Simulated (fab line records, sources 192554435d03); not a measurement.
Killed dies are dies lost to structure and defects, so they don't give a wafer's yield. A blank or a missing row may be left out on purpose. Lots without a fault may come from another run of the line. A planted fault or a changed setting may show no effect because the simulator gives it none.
Chamber matching | flow n5_finfet | N5_BEOL_M4_PRE_CLEAN_60 on cvd_co-01: 3 sister chambers
The step time 15 s. 27 wafers are shown with their chamber, then 12 later ones without.

WAFERS WITH THEIR CHAMBER
wafer  | chamber | heater_power_w (W)
L076.1 | 1       | 95
L076.5 | 1       | 92
L076.6 | 2       | 125
L078.2 | 0       | 59
L078.5 | 1       | 91
L078.6 | 0       | 62
L080.1 | 0       | 61
L080.2 | 1       | 93
L080.6 | 0       | 61
L081.1 | 2       | 126
L081.3 | 1       | 93
L081.6 | 1       | 94
L084.1 | 0       | 60
L084.2 | 2       | 127
L084.5 | 2       | 124
L086.1 | 1       | 93
L086.4 | 1       | 95
L086.5 | 2       | 127
L083.1 | 0       | 63
L083.3 | 1       | 93
L083.5 | 0       | 60
L088.1 | 2       | 125
L088.2 | 1       | 95
L088.5 | 2       | 123
L090.1 | 0       | 62
L090.4 | 1       | 93
L090.5 | 2       | 126

SIGNATURES (means of the wafers above)
reading        | chamber 0 | chamber 1 | chamber 2 | scatter within a chamber
heater_power_w | 61.00     | 93.36     | 125.38    | 1.33
Rule: a wafer's distance from a chamber is the root of the sum, over the readings, of the square of ((its reading less the chamber's mean) divided by the reading's scatter). The wafer belongs to the nearest chamber; if the next one is less than 2 further off, it can't be placed. The scatter: the root of (the sum of the squares of (reading less its chamber's mean) over the shown wafers, divided by (wafers less chambers)).

WAFERS WITHOUT THEIR CHAMBER
wafer  | heater_power_w (W)
L089.1 | 127
L089.2 | 93
L089.5 | 61
L092.1 | 125
L092.3 | 93
L092.5 | 93
L093.3 | 93
L093.5 | 63
L093.6 | 126
L094.1 | 91
L094.2 | 60
L094.4 | 91

WHICH CHAMBER EACH WENT THROUGH
wafer  | from the rows above | in truth
L089.1 | 2                   | 2
L089.2 | 1                   | 1
L089.5 | 0                   | 0
L092.1 | 2                   | 2
L092.3 | 1                   | 1
L092.5 | 1                   | 1
L093.3 | 1                   | 1
L093.5 | 0                   | 0
L093.6 | 2                   | 2
L094.1 | 1                   | 1
L094.2 | 0                   | 0
L094.4 | 1                   | 1
Placed correctly: 12 of 12. Can't be placed from these rows: 0. Placed wrongly: 0.
